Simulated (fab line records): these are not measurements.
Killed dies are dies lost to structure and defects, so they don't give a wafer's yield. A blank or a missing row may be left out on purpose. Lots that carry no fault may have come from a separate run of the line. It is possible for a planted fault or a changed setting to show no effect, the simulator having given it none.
fab line records -- flow n5-finfet -- part 2 of 2: steps 25 to 32 of 32
[record] lots = 5, wafers = 15, last-day = 19
route steps=1938 shown BEOL_M5@1180 BEOL_M6@1194
lots that met no fault: from a run of the same line without faults
start-h: start of the lot's first displayed wafer, in hours after the record's first day -- wait-h: how many hours have passed since the lot's step before this one -- " unchanged from the row above -- L1.1+2: one row covering several wafers at once -- - value missing, or start not given -- * or withheld: withheld -- < > ~ a bound
route shown NAME@n: NAME is a module with steps in the file, n the number in the route of the first one -- usual: the fault-free wafers' mean and standard deviation -- same: alike in all rows -- chamber/n: place in a boat -- sites: each site's reading -- _std_site: the values' standard deviation -- _edge_site: outer sites' mean less inner sites' -- radius-mm: how far each site lies from the wafer's centre -- mask NAME#n: copy n -- behind: tool/chamber where the wafer was last shaped -- hold: the reason the lot was held/the length of the hold in hours/how it ended -- device: which transistor (n, p or np) failed to switch -- end of line: at the end of the route, the tests of the same wafers -- a step given without rows: its recipe and nothing more -- killed: at the first sort, the dies lost to defects and structure; wafer yield is something else -- map: per-die view of a wafer (x killed, . not killed, _ where there is no die)
set.NAME: the setting that was run; set.NAME@STEP: the one run at that earlier step -- model.NAME: the simulator's own value behind a step, which no gauge read
lots at selected steps of the route; one table per step, one row per wafer
services: from which hour (start-h, from the record's first day; less than 0 if before it) a tool's chamber was out of use, for how many hours, and why
[[steps]]
[step N5_BEOL_M6_EXPOSE_08]
[recipe] mask-id = M6, na = 1.35, source-shape = dipole, sigma-inner = 0.817, sigma-outer = 0.97, polarization = te, dose-mj = 68.25
[usual] reticle-temp-C = 22.99/0.1
lot.wafer,tool,chamber,start-h,wait-h,mask,reticle-temp-C
L074.2,arfi-scanner-01,0,211.68,-,M6#0,23.17
L074.4,arfi-scanner-01,0,211.68,-,M6#0,23.00
L074.6,arfi-scanner-01,0,211.68,-,M6#0,23.04
L075.1,arfi-scanner-03,0,225.57,-,M6#0,22.88
L075.3,arfi-scanner-03,0,225.57,-,M6#0,22.94
L075.6,arfi-scanner-03,0,225.57,-,M6#0,22.99
L077.2,arfi-scanner-03,0,233.97,-,M6#0,23.12
L077.3,arfi-scanner-03,0,233.97,-,M6#0,22.80
L077.5,arfi-scanner-03,0,233.97,-,M6#0,22.90
L083.1,arfi-scanner-03,0,326.64,-,M6#0,23.00
L083.5,arfi-scanner-03,0,326.64,-,M6#0,22.90
L083.6,arfi-scanner-03,0,326.64,-,M6#0,22.92
L090.1,arfi-scanner-03,0,364.69,-,M6#0,22.97
L090.2,arfi-scanner-03,0,364.69,-,M6#0,23.07
L090.4,arfi-scanner-03,0,364.69,-,M6#0,22.96
[step N5_BEOL_M6_PEB_09]
[recipe] peb-temp-c = withheld, peb-time-s = 60, resist = CAR-ArF
[usual] resist-line-temp-C = 23.01/0.11
lot.wafer,tool,chamber,start-h,wait-h,resist-line-temp-C
L074.2,litho-track-01,0,211.74,0.0,22.96
L074.4,litho-track-01,0,211.74,0.0,23.15
L074.6,litho-track-01,0,211.74,0.0,23.19
L075.1,litho-track-05,0,225.63,0.1,22.84
L075.3,litho-track-05,0,225.63,0.1,23.05
L075.6,litho-track-05,0,225.63,0.1,22.97
L077.2,litho-track-05,0,234.02,0.0,23.32
L077.3,litho-track-05,0,234.02,0.0,23.09
L077.5,litho-track-05,0,234.02,0.0,23.22
L083.1,litho-track-01,0,326.70,0.1,22.99
L083.5,litho-track-01,0,326.70,0.1,23.09
L083.6,litho-track-01,0,326.70,0.1,22.92
L090.1,litho-track-05,0,364.75,0.1,23.12
L090.2,litho-track-05,0,364.75,0.1,22.98
L090.4,litho-track-05,0,364.75,0.1,22.93
[step N5_BEOL_M6_DEVELOP_10]
[recipe] develop-time-s = 30, developer = TMAH, resist = CAR-ArF, rinse-liquid = diw, dry = air-spin, dev-temp-c = 23
[usual] resist-line-temp-C = 23.01/0.1
lot.wafer,tool,chamber,start-h,wait-h,resist-line-temp-C
L074.2,litho-track-01,0,-,-,23.07
L074.4,litho-track-01,0,-,-,22.97
L074.6,litho-track-01,0,-,-,23.02
L075.1,litho-track-05,0,-,-,22.94
L075.3,litho-track-05,0,-,-,22.95
L075.6,litho-track-05,0,-,-,23.08
L077.2,litho-track-05,0,-,-,23.00
L077.3,litho-track-05,0,-,-,23.17
L077.5,litho-track-05,0,-,-,23.13
L083.1,litho-track-01,0,-,-,23.04
L083.5,litho-track-01,0,-,-,23.02
L083.6,litho-track-01,0,-,-,23.12
L090.1,litho-track-05,0,-,-,22.96
L090.2,litho-track-05,0,-,-,23.19
L090.4,litho-track-05,0,-,-,23.03
[step N5_BEOL_M6_CD_MEAS_11]
[recipe] target-cd-nm = 38.5, landing-energy-ev = 500, detector = se-inlens, polarity = opening
[usual] cd-nm = 38.6/0.44
lot.wafer,tool,chamber,start-h,wait-h,cd-nm
L074.2,cd-sem-03,0,211.80,-,38.6
L074.4,cd-sem-03,0,211.80,-,38.0
L074.6,cd-sem-03,0,211.80,-,38.2
L075.1,cd-sem-03,0,225.70,-,38.8
L075.3,cd-sem-03,0,225.70,-,38.8
L075.6,cd-sem-03,0,225.70,-,38.8
L077.2,cd-sem-02,0,234.09,-,38.6
L077.3,cd-sem-02,0,234.09,-,38.2
L077.5,cd-sem-02,0,234.09,-,38.8
L083.1,cd-sem-02,0,326.76,-,39.1
L083.5,cd-sem-02,0,326.76,-,38.5
L083.6,cd-sem-02,0,326.76,-,39.1
L090.1,cd-sem-01,0,364.81,-,39.0
L090.2,cd-sem-01,0,364.81,-,38.3
L090.4,cd-sem-01,0,364.81,-,38.4
[step N5_BEOL_M6_OVL_MEAS_12]
[recipe] points-per-wafer = 44
[usual] M6_OVL = 0.2/0.71
lot.wafer,tool,chamber,start-h,wait-h,M6_OVL[nm]
L074.2,overlay-01,0,211.83,0.0,1.1
L074.4,overlay-01,0,211.83,0.0,0.2
L074.6,overlay-01,0,211.83,0.0,0.1
L075.1,overlay-02,0,225.73,0.0,0.9
L075.3,overlay-02,0,225.73,0.0,0.6
L075.6,overlay-02,0,225.73,0.0,1.1
L077.2,overlay-01,0,234.12,0.0,1.0
L077.3,overlay-01,0,234.12,0.0,-0.4
L077.5,overlay-01,0,234.12,0.0,-0.4
L083.1,overlay-01,0,326.79,0.0,-0.1
L083.5,overlay-01,0,326.79,0.0,-0.4
L083.6,overlay-01,0,326.79,0.0,-1.5
L090.1,overlay-01,0,364.85,0.0,0.2
L090.2,overlay-01,0,364.85,0.0,2.7
L090.4,overlay-01,0,364.85,0.0,0.4
[step N5_BEOL_M6_INSPECT_13]
[recipe] mode = adi, inspect-instrument = brightfield
[usual] raw-defect-count = 401/89
lot.wafer,tool,chamber,start-h,wait-h,raw-defect-count
L074.2,defect-inspect-02,-,211.86,0.0,653
L074.4,defect-inspect-02,-,211.86,0.0,533
L074.6,defect-inspect-02,-,211.86,0.0,508
L075.1,defect-inspect-02,-,225.75,0.0,465
L075.3,defect-inspect-02,-,225.75,0.0,388
L075.6,defect-inspect-02,-,225.75,0.0,409
L077.2,defect-inspect-02,-,234.15,0.0,385
L077.3,defect-inspect-02,-,234.15,0.0,291
L077.5,defect-inspect-02,-,234.15,0.0,458
L083.1,defect-inspect-02,-,326.82,0.0,338
L083.5,defect-inspect-02,-,326.82,0.0,393
L083.6,defect-inspect-02,-,326.82,0.0,401
L090.1,defect-inspect-02,-,364.87,0.0,283
L090.2,defect-inspect-02,-,364.87,0.0,270
L090.4,defect-inspect-02,-,364.87,0.0,322
[step N5_BEOL_M6_DESCUM_16]
[recipe] chemistry = O2, time-s = 7.9, source-power-w = 50, bias-power-w = 20, pressure-mtorr = 20, rf-frequency-hz = 2.712e+07, temp-c = 40, resist = CAR-ArF, o2-flow-sccm = 225
[usual] drypump-motor-current-A = 5.6/0.36, oes-product-au = 0.81/0.094, rf-vpp-V = 243.4/1.6, showerhead-plenum-p-Torr = 2.11/0.083, throttle-valve-pct = 20.44/0.18
lot.wafer,tool,chamber,start-h,wait-h,drypump-motor-current-A,oes-product-au,rf-hours-counter-h,rf-vpp-V,showerhead-plenum-p-Torr,throttle-valve-pct
L074.2,rie-diel-04,2,211.89,0.0,5.1,0.68,224,242.2,2.06,20.50
L074.4,rie-diel-04,1,211.89,0.0,5.6,0.87,54,241.9,2.03,20.57
L074.6,rie-diel-04,3,211.89,0.0,5.1,0.68,-,242.6,2.15,20.70
L075.1,rie-diel-04,2,225.79,0.0,5.2,0.68,230,242.5,2.05,20.49
L075.3,rie-diel-04,0,225.79,0.0,6.1,0.93,21,243.9,2.22,20.26
L075.6,rie-diel-04,0,225.79,0.0,6.1,0.92,-,243.4,2.22,20.26
L077.2,rie-diel-02,2,234.18,0.0,5.6,0.78,115,244.6,2.19,20.53
L077.3,rie-diel-02,3,234.18,0.0,5.6,0.77,164,240.9,2.00,20.66
L077.5,rie-diel-02,0,234.18,0.0,5.6,0.70,-,240.9,1.99,20.41
L083.1,rie-diel-04,1,326.85,0.0,5.6,0.83,91,241.3,2.02,20.62
L083.5,rie-diel-04,0,326.85,0.0,6.1,0.87,-,243.7,2.21,20.29
L083.6,rie-diel-04,3,326.85,0.0,5.1,0.91,-,242.7,2.14,20.35
L090.1,rie-diel-04,2,364.90,0.0,5.2,0.92,15,242.4,2.04,20.12
L090.2,rie-diel-04,3,364.90,0.0,5.1,0.89,42,245.5,2.14,20.37
L090.4,rie-diel-04,0,364.90,0.0,6.0,0.86,62,244.0,2.21,20.31
[step N5_BEOL_M6_ETCH_61]
[recipe] chemistry = CF4, target = SiARC, target-depth-a = 455, mask-material = CAR-ArF, time-s = 75.8, ion-energy-ev = 80, pressure-mtorr = 40, source-w = 545, bias-w = 36, Ar_flow_sccm = 100, cf4-flow-sccm = 100, ends = cleared
[usual] drypump-motor-current-A = 5.6/0.35, etch-rf-on-time-s = 76.0/1.4, oes-product-au = 0.69/0.081, rf-vpp-V = 184.2/1.2, showerhead-plenum-p-Torr = 2.16/0.081, throttle-valve-pct = 15.62/0.19
lot.wafer,tool,chamber,start-h,wait-h,drypump-motor-current-A,etch-rf-on-time-s,oes-product-au,rf-hours-counter-h,rf-vpp-V,showerhead-plenum-p-Torr,throttle-valve-pct
L074.2,rie-diel-04,2,211.92,0.0,5.1,76.6,0.59,224,184.4,2.12,15.78
L074.4,rie-diel-04,1,211.92,0.0,5.6,75.6,0.75,54,185.1,2.08,15.70
L074.6,rie-diel-04,3,211.92,0.0,5.1,75.9,0.59,-,184.8,2.19,15.86
L075.1,rie-diel-04,2,225.82,0.0,5.2,76.2,0.59,230,183.2,2.12,15.81
L075.3,rie-diel-04,0,225.82,0.0,6.1,74.5,0.79,21,186.5,2.27,15.44
L075.6,rie-diel-04,0,225.82,0.0,6.1,74.0,0.80,-,185.8,2.27,15.43
L077.2,rie-diel-02,2,234.21,0.0,5.7,75.7,0.67,115,184.8,2.23,15.68
L077.3,rie-diel-02,3,234.21,0.0,5.6,78.4,0.64,164,181.2,2.05,15.80
L077.5,rie-diel-02,0,234.21,0.0,5.6,76.5,0.60,-,182.2,2.04,15.64
L083.1,rie-diel-04,1,326.89,0.0,5.6,76.6,0.70,91,182.6,2.07,15.75
L083.5,rie-diel-04,0,326.89,0.0,6.1,73.7,0.76,-,183.4,2.26,15.51
L083.6,rie-diel-04,3,326.89,0.0,5.1,75.0,0.78,-,182.9,2.18,15.43
L090.1,rie-diel-04,2,364.94,0.0,5.2,75.4,0.79,15,184.4,2.10,15.35
L090.2,rie-diel-04,3,364.94,0.0,5.1,75.8,0.76,42,184.7,2.17,15.44
L090.4,rie-diel-04,0,364.94,0.0,6.1,76.1,0.73,62,185.3,2.26,15.53
[[services]]
tool,chamber,start-h,hours,kind
cmp-02,-,183.58,18.2,repair
uv-cure-03,-,186.35,3.6,repair
cmp-04,-,187.56,0.4,repair
rtp-anneal-02,-,188.01,0.9,repair
rtp-anneal-01,-,206.08,1.2,pm
ecd-cu-01,-,207.85,0.9,repair
pecvd-04,-,210.50,0.8,pm
ecd-cu-01,-,212.37,6.7,pm
cmp-02,-,215.05,3.4,repair
arfi-scanner-03,-,217.63,1.0,pm
cvd-co-02,2,218.39,6.0,repair
arfi-scanner-03,-,232.26,0.8,pm
cvd-co-02,2,254.09,5.8,repair
arfi-scanner-03,-,256.56,1.3,pm
arfi-scanner-03,-,263.88,3.9,pm
cvd-co-02,-,264.61,6.9,pm
pecvd-02,0,274.67,30.8,repair
uv-cure-03,-,316.55,1.0,pm
pecvd-01,0,331.19,20.5,repair
pecvd-02,2,337.97,16.0,repair
cvd-co-02,-,339.38,2.6,repair
arfi-scanner-03,-,339.68,2.4,repair
pecvd-04,-,343.78,0.7,repair
pecvd-02,2,355.96,3.8,repair
